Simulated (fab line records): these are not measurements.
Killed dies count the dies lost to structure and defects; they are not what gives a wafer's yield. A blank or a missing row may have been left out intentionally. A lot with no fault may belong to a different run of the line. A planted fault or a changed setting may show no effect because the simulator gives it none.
Which tool was responsible? + flow n5 finfet + 24 lots with 72 wafers sampled at 6 steps, on a route of 1938 steps

WHAT THE GAUGES READ, wafer by wafer
N5_BEOL_M10_THK_MEAS_53: measures by xrf. Usual: M10_THK 144 nm, standard deviation 4.3.
| lot  | measured     | on            | M10_THK (nm) | flag |
|------|--------------|---------------|--------------|------|
| L074 | day 10 11:00 | film metro-02 | 135 143 140  |      |
| L077 | day 11 05:38 | film metro-02 | 146 140 138  |      |
| L075 | day 11 11:13 | film metro-02 | 145 148 146  |      |
| L079 | day 11 19:15 | film metro-02 | 147 145 148  |      |
| L078 | day 11 20:19 | film metro-02 | 144 145 146  |      |
| L076 | day 11 20:35 | film metro-01 | 136 141 137  |      |
| L082 | day 12 19:53 | film metro-01 | 147 147 145  |      |
| L081 | day 12 23:52 | film metro-01 | 137 141 138  |      |
| L083 | day 13 07:04 | film metro-02 | 152 151 150  |      |
| L080 | day 13 07:47 | film metro-02 | 144 150 143  |      |
| L084 | day 13 10:27 | film metro-02 | 147 150 146  |      |
| L085 | day 13 10:13 | film metro-01 | 136 137 140  |      |
| L086 | day 14 03:59 | film metro-02 | 141 146 141  |      |
| L090 | day 14 10:01 | film metro-01 | 141 144 142  |      |
| L088 | day 15 00:31 | film metro-01 | 143 147 145  |      |
| L087 | day 15 01:18 | film metro-02 | 152 149 147  |      |
| L089 | day 15 05:38 | film metro-01 | 140 138 135  |      |
| L091 | day 15 09:55 | film metro-02 | 146 146 147  |      |
| L092 | day 16 13:33 | film metro-01 | 142 145 143  |      |
| L094 | day 16 22:51 | film metro-01 | 142 140 140  |      |
| L097 | day 17 07:56 | film metro-01 | 141 144 146  |      |
| L093 | day 17 07:26 | film metro-01 | 140 146 140  |      |
| L096 | day 17 13:07 | film metro-01 | 139 134 134  |      |
| L095 | day 17 16:36 | film metro-02 | 138 144 139  |      |

N5_BEOL_M10_INSPECT_58: inspects for defects (darkfield). Usual: raw defect count 77, standard deviation 26.
| lot  | measured     | on                | raw defect count | flag |
|------|--------------|-------------------|------------------|------|
| L074 | day 10 11:12 | defect inspect-01 | 64 79 68         |      |
| L077 | day 11 05:47 | defect inspect-01 | 56 66 65         |      |
| L075 | day 11 11:23 | defect inspect-02 | 77 101 100       |      |
| L079 | day 11 19:25 | defect inspect-01 | 112 90 81        |      |
| L078 | day 11 20:28 | defect inspect-01 | 134 84 142       |      |
| L076 | day 11 20:44 | defect inspect-01 | 82 66 84         |      |
| L082 | day 12 20:02 | defect inspect-02 | 67 53 55         |      |
| L081 | day 13 00:01 | defect inspect-02 | 76 43 49         |      |
| L083 | day 13 07:13 | defect inspect-02 | 58 54 29         |      |
| L080 | day 13 07:58 | defect inspect-02 | 67 57 69         |      |
| L084 | day 13 10:37 | defect inspect-01 | 57 37 66         |      |
| L085 | day 13 10:23 | defect inspect-01 | 118 181 76       |      |
| L086 | day 14 04:09 | defect inspect-02 | 86 71 52         |      |
| L090 | day 14 10:11 | defect inspect-01 | 80 49 104        |      |
| L088 | day 15 00:42 | defect inspect-01 | 71 52 43         |      |
| L087 | day 15 01:29 | defect inspect-01 | 67 57 73         |      |
| L089 | day 15 05:47 | defect inspect-01 | 59 118 59        |      |
| L091 | day 15 10:04 | defect inspect-01 | 50 81 102        |      |
| L092 | day 16 13:43 | defect inspect-01 | 75 64 81         |      |
| L094 | day 16 23:01 | defect inspect-01 | 61 69 102        |      |
| L097 | day 17 08:06 | defect inspect-02 | 100 67 97        |      |
| L093 | day 17 07:36 | defect inspect-01 | 51 81 64         |      |
| L096 | day 17 13:16 | defect inspect-01 | 85 78 74         |      |
| L095 | day 17 16:46 | defect inspect-02 | 60 62 75         |      |

N5_BEOL_M11_INSPECT_30: inspects for defects (brightfield). Usual: raw defect count 428, standard deviation 96.
| lot  | measured     | on                | raw defect count | flag |
|------|--------------|-------------------|------------------|------|
| L074 | day 10 14:13 | defect inspect-01 | 298 333 296      |      |
| L077 | day 11 10:05 | defect inspect-02 | 428 556 655      |      |
| L075 | day 11 17:51 | defect inspect-01 | 445 361 365      |      |
| L079 | day 12 02:58 | defect inspect-01 | 381 332 287      |      |
| L078 | day 12 03:10 | defect inspect-02 | 515 445 527      |      |
| L076 | day 12 03:19 | defect inspect-01 | 371 458 426      |      |
| L082 | day 13 02:55 | defect inspect-02 | 406 315 336      |      |
| L081 | day 13 02:58 | defect inspect-01 | 426 338 341      |      |
| L083 | day 13 15:56 | defect inspect-02 | 303 488 402      |      |
| L080 | day 13 16:07 | defect inspect-01 | 428 322 540      |      |
| L084 | day 13 18:06 | defect inspect-01 | 595 469 365      |      |
| L085 | day 13 17:48 | defect inspect-01 | 563 612 438      |      |
| L086 | day 14 08:43 | defect inspect-02 | 400 317 346      |      |
| L090 | day 14 15:44 | defect inspect-01 | 356 339 417      |      |
| L088 | day 15 09:31 | defect inspect-02 | 442 294 375      |      |
| L087 | day 15 09:21 | defect inspect-02 | 431 318 385      |      |
| L089 | day 15 12:46 | defect inspect-02 | 435 503 487      |      |
| L091 | day 15 12:56 | defect inspect-01 | 472 464 665      |      |
| L092 | day 16 15:57 | defect inspect-01 | 594 427 389      |      |
| L094 | day 17 05:02 | defect inspect-01 | 492 573 511      |      |
| L097 | day 17 15:26 | defect inspect-02 | 371 419 534      |      |
| L093 | day 17 11:25 | defect inspect-02 | 394 423 458      |      |
| L096 | day 17 18:16 | defect inspect-02 | 397 516 436      |      |
| L095 | day 17 22:10 | defect inspect-01 | 351 338 393      |      |

WHICH TOOL RAN EACH LOT (tool, then ch and the chambers of the sampled wafers, then the start)
| lot  | N5_BEOL_M9_TRENCH_ETCH_37                     | N5_BEOL_M10_ALD_74                  | N5_BEOL_M11_HM_OPEN_17            |
|------|-----------------------------------------------|-------------------------------------|-----------------------------------|
| L074 | rie diel-06 ch 1,2,3, day 10 09:04 or earlier | ald metal-04 ch 0,1,3, day 10 09:04 | rie metal-03 ch 0,1, day 10 12:48 |
| L077 | rie diel-02 ch 1,2, day 11 02:29 or earlier   | ald metal-04 ch 0,1,3, day 11 02:29 | rie metal-02 ch 0,1, day 11 09:05 |
| L075 | rie diel-02 ch 2,3, day 11 09:06 or earlier   | ald metal-04 ch 2,3, day 11 09:06   | rie metal-01 ch 0,1, day 11 16:13 |
| L079 | rie diel-02 ch 0,1,2, day 11 17:14 or earlier | ald metal-03 ch 0,2,3, day 11 17:14 | rie metal-03 ch 0,1, day 11 23:41 |
| L078 | rie diel-06 ch 0,2,3, day 11 18:37 or earlier | ald metal-02 ch 0,2, day 11 18:37   | rie metal-02 ch 0,1, day 11 23:46 |
| L076 | rie diel-02 ch 1,2, day 11 18:47 or earlier   | ald metal-04 ch 0,1,2, day 11 18:47 | rie metal-02 ch 0,1, day 12 00:01 |
| L082 | rie diel-06 ch 0,1,3, day 12 18:33 or earlier | ald metal-02 ch 0,2,3, day 12 18:33 | rie metal-01 ch 0,1, day 12 23:32 |
| L081 | rie diel-02 ch 0,1,2, day 12 20:44 or earlier | ald metal-03 ch 0,2,3, day 12 20:44 | rie metal-01 ch 0,1, day 13 02:17 |
| L083 | rie diel-02 ch 0,1,2, day 13 04:09 or earlier | ald metal-03 ch 0,1, day 13 04:09   | rie metal-01 ch 0,1, day 13 10:31 |
| L080 | rie diel-05 ch 1,2,3, day 13 06:13 or earlier | ald metal-04 ch 0,1,2, day 13 06:13 | rie metal-03 ch 0,1, day 13 10:59 |
| L084 | rie diel-05 ch 0,3, day 13 07:08 or earlier   | ald metal-03 ch 0,1,2, day 13 07:08 | rie metal-03 ch 0,1, day 13 17:28 |
| L085 | rie diel-06 ch 1,3, day 13 06:58 or earlier   | ald metal-04 ch 0,2, day 13 06:58   | rie metal-01 ch 0,1, day 13 17:15 |
| L086 | rie diel-05 ch 1,2,3, day 14 02:32 or earlier | ald metal-03 ch 1,2,3, day 14 02:32 | rie metal-03 ch 0,1, day 14 07:28 |
| L090 | rie diel-05 ch 0,2,3, day 14 07:52 or earlier | ald metal-02 ch 0,2,3, day 14 07:52 | rie metal-02 ch 0,1, day 14 14:13 |
| L088 | rie diel-02 ch 1,2,3, day 14 22:58 or earlier | ald metal-02 ch 0,2,3, day 14 22:58 | rie metal-03 ch 0,1, day 15 03:48 |
| L087 | rie diel-06 ch 0,2,3, day 14 23:55 or earlier | ald metal-03 ch 0,2,3, day 14 23:55 | rie metal-03 ch 0,1, day 15 04:26 |
| L089 | rie diel-05 ch 1,2,3, day 15 04:05 or earlier | ald metal-02 ch 0,2, day 15 04:05   | rie metal-01 ch 0,1, day 15 10:28 |
| L091 | rie diel-06 ch 1,3, day 15 05:40 or earlier   | ald metal-03 ch 0,1, day 15 05:40   | rie metal-03 ch 0, day 15 11:50   |
| L092 | rie diel-06 ch 0,1, day 16 10:32 or earlier   | ald metal-04 ch 0,1,3, day 16 10:32 | rie metal-02 ch 0, day 16 15:12   |
| L094 | rie diel-06 ch 0,1, day 16 20:56 or earlier   | ald metal-02 ch 0,1,2, day 16 20:56 | rie metal-02 ch 0,1, day 17 02:45 |
| L097 | rie diel-05 ch 0,3, day 17 06:18 or earlier   | ald metal-02 ch 0,1, day 17 06:18   | rie metal-03 ch 0,1, day 17 12:22 |
| L093 | rie diel-06 ch 1,3, day 17 06:07 or earlier   | ald metal-04 ch 0,1,2, day 17 06:07 | rie metal-01 ch 1, day 17 09:41   |
| L096 | rie diel-05 ch 0,1,3, day 17 11:40 or earlier | ald metal-04 ch 1,2, day 17 11:40   | rie metal-03 ch 0, day 17 17:10   |
| L095 | rie diel-06 ch 1,2, day 17 14:01 or earlier   | ald metal-04 ch 1,2,3, day 17 14:01 | rie metal-03 ch 0,1, day 17 20:08 |
- N5_BEOL_M9_TRENCH_ETCH_37: etches SiCOH lowk in C4F6/O2, target depth 151.43 nm, time 49 s.
- N5_BEOL_M10_ALD_74: deposits TaN, target thk 2 nm, pulse time 2 s, purge time 3 s.
- N5_BEOL_M11_HM_OPEN_17: chemistry Cl2/BCl3, target TiN, target depth 20 nm, overetch 6 nm.

WHAT THE TOOLS THEMSELVES READ (means of the sampled wafers that have a number; where no wafer has one, the mark that the record gives instead)
N5_BEOL_M9_TRENCH_ETCH_37. Usual: bias w 185.0 W, standard deviation 0.5; drypump motor current A 6.0 A, standard deviation 0.48; oes_ar_750_au 0.77 a.u., standard deviation 0.085; oes_o_777_au 0.77 a.u., standard deviation 0.088; oes product au 0.77 a.u., standard deviation 0.092; rf vpp V 669 V, standard deviation 11; showerhead plenum p Torr 2.83 Torr, standard deviation 0.089; throttle valve pct 20.92 %, standard deviation 0.26.
| lot  | tool        | bias w (W) | drypump motor current A (A) | oes_ar_750_au (a.u.) | oes_o_777_au (a.u.) | oes product au (a.u.) | rf vpp V (V) | showerhead plenum p Torr (Torr) | throttle valve pct (%) | flag |
|------|-------------|------------|-----------------------------|----------------------|---------------------|-----------------------|--------------|---------------------------------|------------------------|------|
| L074 | rie diel-06 | 184.7      | 6.0                         | 0.73                 | 0.73                | 0.73                  | 679          | 2.80                            | 20.98                  |      |
| L077 | rie diel-02 | 184.5      | 5.8                         | 0.70                 | 0.71                | 0.69                  | 659          | 2.85                            | 21.01                  |      |
| L075 | rie diel-02 | 185.8      | 6.1                         | 0.72                 | 0.73                | 0.71                  | 655          | 2.78                            | 21.05                  |      |
| L079 | rie diel-02 | 184.9      | 6.0                         | 0.71                 | 0.72                | 0.70                  | 668          | 2.86                            | 21.08                  |      |
| L078 | rie diel-06 | 185.0      | 6.2                         | 0.76                 | 0.76                | 0.77                  | 677          | 2.85                            | 21.04                  |      |
| L076 | rie diel-02 | 185.4      | 5.8                         | 0.70                 | 0.70                | 0.69                  | 659          | 2.85                            | 21.02                  |      |
| L082 | rie diel-06 | 185.2      | 5.9                         | 0.76                 | 0.76                | 0.77                  | 678          | 2.85                            | 20.85                  |      |
| L081 | rie diel-02 | 184.3      | 6.0                         | 0.70                 | 0.71                | 0.69                  | 668          | 2.86                            | 21.10                  |      |
| L083 | rie diel-02 | 185.6      | 6.0                         | 0.70                 | 0.71                | 0.69                  | 667          | 2.86                            | 21.09                  |      |
| L080 | rie diel-05 | 185.2      | 5.9                         | 0.78                 | 0.77                | 0.78                  | 659          | 2.79                            | 21.00                  |      |
| L084 | rie diel-05 | 184.9      | 5.5                         | 0.77                 | 0.78                | 0.76                  | 663          | 2.85                            | 20.90                  |      |
| L085 | rie diel-06 | 185.0      | 5.7                         | 0.72                 | 0.72                | 0.72                  | 680          | 2.79                            | 20.79                  |      |
| L086 | rie diel-05 | 184.7      | 5.9                         | 0.77                 | 0.76                | 0.77                  | 659          | 2.78                            | 21.01                  |      |
| L090 | rie diel-05 | 184.9      | 6.0                         | 0.83                 | 0.82                | 0.82                  | 660          | 2.84                            | 20.71                  |      |
| L088 | rie diel-02 | 184.6      | 6.0                         | 0.81                 | 0.82                | 0.81                  | 659          | 2.81                            | 20.92                  |      |
| L087 | rie diel-06 | 185.0      | 6.3                         | 0.83                 | 0.85                | 0.85                  | 679          | 2.96                            | 20.96                  |      |
| L089 | rie diel-05 | 185.1      | 5.9                         | 0.76                 | 0.76                | 0.75                  | 658          | 2.78                            | 21.01                  |      |
| L091 | rie diel-06 | 184.6      | 5.7                         | 0.71                 | 0.71                | 0.70                  | 683          | 2.86                            | 21.01                  |      |
| L092 | rie diel-06 | 184.5      | 6.0                         | 0.75                 | 0.74                | 0.75                  | 675          | 2.77                            | 20.69                  |      |
| L094 | rie diel-06 | 185.1      | 6.3                         | 0.78                 | 0.78                | 0.79                  | 672          | 2.83                            | 20.76                  |      |
| L097 | rie diel-05 | 185.1      | 5.7                         | 0.87                 | 0.88                | 0.88                  | 667          | 2.86                            | 20.61                  |      |
| L093 | rie diel-06 | 184.9      | 5.7                         | 0.70                 | 0.70                | 0.70                  | 683          | 2.86                            | 21.04                  |      |
| L096 | rie diel-05 | 184.8      | 5.6                         | 0.82                 | 0.81                | 0.82                  | 666          | 2.80                            | 20.89                  |      |
| L095 | rie diel-06 | 185.3      | 6.4                         | 0.86                 | 0.86                | 0.88                  | 681          | 2.93                            | 20.86                  |      |

N5_BEOL_M10_ALD_74. Usual: heater power w 406 W, standard deviation 43.
| lot  | tool         | heater power w (W) | flag |
|------|--------------|--------------------|------|
| L074 | ald metal-04 | 367                |      |
| L077 | ald metal-04 | 365                |      |
| L075 | ald metal-04 | 387                |      |
| L079 | ald metal-03 | 406                |      |
| L078 | ald metal-02 | 461                |      |
| L076 | ald metal-04 | 396                |      |
| L082 | ald metal-02 | 455                |      |
| L081 | ald metal-03 | 406                |      |
| L083 | ald metal-03 | 407                |      |
| L080 | ald metal-04 | 390                |      |
| L084 | ald metal-03 | 404                |      |
| L085 | ald metal-04 | 404                |      |
| L086 | ald metal-03 | 432                |      |
| L090 | ald metal-02 | 451                |      |
| L088 | ald metal-02 | 454                |      |
| L087 | ald metal-03 | 406                |      |
| L089 | ald metal-02 | 473                |      |
| L091 | ald metal-03 | 405                |      |
| L092 | ald metal-04 | 351                |      |
| L094 | ald metal-02 | 454                |      |
| L097 | ald metal-02 | 446                |      |
| L093 | ald metal-04 | 356                |      |
| L096 | ald metal-04 | 370                |      |
| L095 | ald metal-04 | 361                |      |

N5_BEOL_M11_HM_OPEN_17. Usual: bias w 126.0 W, standard deviation 0.37; drypump motor current A 5.9 A, standard deviation 0.63; oes_ar_750_au 0.82 a.u., standard deviation 0.089; oes product au 0.70 a.u., standard deviation 0.073; throttle valve pct 22.1 %, standard deviation 0.4.
| lot  | tool         | bias w (W) | drypump motor current A (A) | oes_ar_750_au (a.u.) | oes product au (a.u.) | throttle valve pct (%) | flag |
|------|--------------|------------|-----------------------------|----------------------|-----------------------|------------------------|------|
| L074 | rie metal-03 | 125.7      | 5.8                         | 0.93                 | 0.80                  | 22.0                   |      |
| L077 | rie metal-02 | 126.0      | 5.7                         | 0.84                 | 0.71                  | 22.0                   |      |
| L075 | rie metal-01 | 126.0      | 5.7                         | 0.72                 | 0.62                  | 22.6                   |      |
| L079 | rie metal-03 | 125.9      | 5.8                         | 0.91                 | 0.78                  | 22.1                   |      |
| L078 | rie metal-02 | 126.2      | 6.2                         | 0.75                 | 0.64                  | 22.3                   |      |
| L076 | rie metal-02 | 125.9      | 6.2                         | 0.76                 | 0.65                  | 22.3                   |      |
| L082 | rie metal-01 | 125.6      | 5.7                         | 0.71                 | 0.62                  | 22.6                   |      |
| L081 | rie metal-01 | 126.2      | 5.6                         | 0.77                 | 0.66                  | 22.4                   |      |
| L083 | rie metal-01 | 126.3      | 5.5                         | 0.77                 | 0.66                  | 22.4                   |      |
| L080 | rie metal-03 | 126.1      | 5.8                         | 0.89                 | 0.77                  | 22.1                   |      |
| L084 | rie metal-03 | 126.0      | 6.3                         | 0.87                 | 0.74                  | 21.9                   |      |
| L085 | rie metal-01 | 125.9      | 5.7                         | 0.71                 | 0.62                  | 22.6                   |      |
| L086 | rie metal-03 | 125.9      | 6.3                         | 0.86                 | 0.73                  | 21.9                   |      |
| L090 | rie metal-02 | 126.2      | 6.2                         | 0.74                 | 0.63                  | 22.3                   |      |
| L088 | rie metal-03 | 125.9      | 6.2                         | 0.86                 | 0.72                  | 21.9                   |      |
| L087 | rie metal-03 | 125.8      | 5.8                         | 0.88                 | 0.74                  | 22.1                   |      |
| L089 | rie metal-01 | 126.0      | 5.7                         | 0.70                 | 0.61                  | 22.6                   |      |
| L091 | rie metal-03 | 126.0      | 6.7                         | 0.83                 | 0.70                  | 21.6                   |      |
| L092 | rie metal-02 | 125.9      | 5.3                         | 0.86                 | 0.72                  | 21.8                   |      |
| L094 | rie metal-02 | 125.9      | 5.8                         | 0.90                 | 0.75                  | 21.9                   |      |
| L097 | rie metal-03 | 126.0      | 6.2                         | 0.83                 | 0.71                  | 21.9                   |      |
| L093 | rie metal-01 | 126.0      | 5.4                         | 0.79                 | 0.70                  | 22.3                   |      |
| L096 | rie metal-03 | 125.9      | 6.8                         | 0.81                 | 0.69                  | 21.6                   |      |
| L095 | rie metal-03 | 125.7      | 6.3                         | 0.83                 | 0.71                  | 21.9                   |      |

THE ANSWER, worked out from the rows above alone
Rule: lot off if the mean of its wafers having a number is beyond 3 standard deviations from the usual mean. Also off: a lot with no number at a reading for which 4 or more lots have one. The other lots that the step has rows for count as sound. Order of review: gauges by route order, followed by the tools' own readings, for which a lot's mean as printed above is used. At the first step where some lot is off, the reading lying furthest off is the one used; lots without a number count as furthest.
No lot is off at any reading shown: from this, nothing can be told.

WHAT THE SIMULATOR HAD INSERTED
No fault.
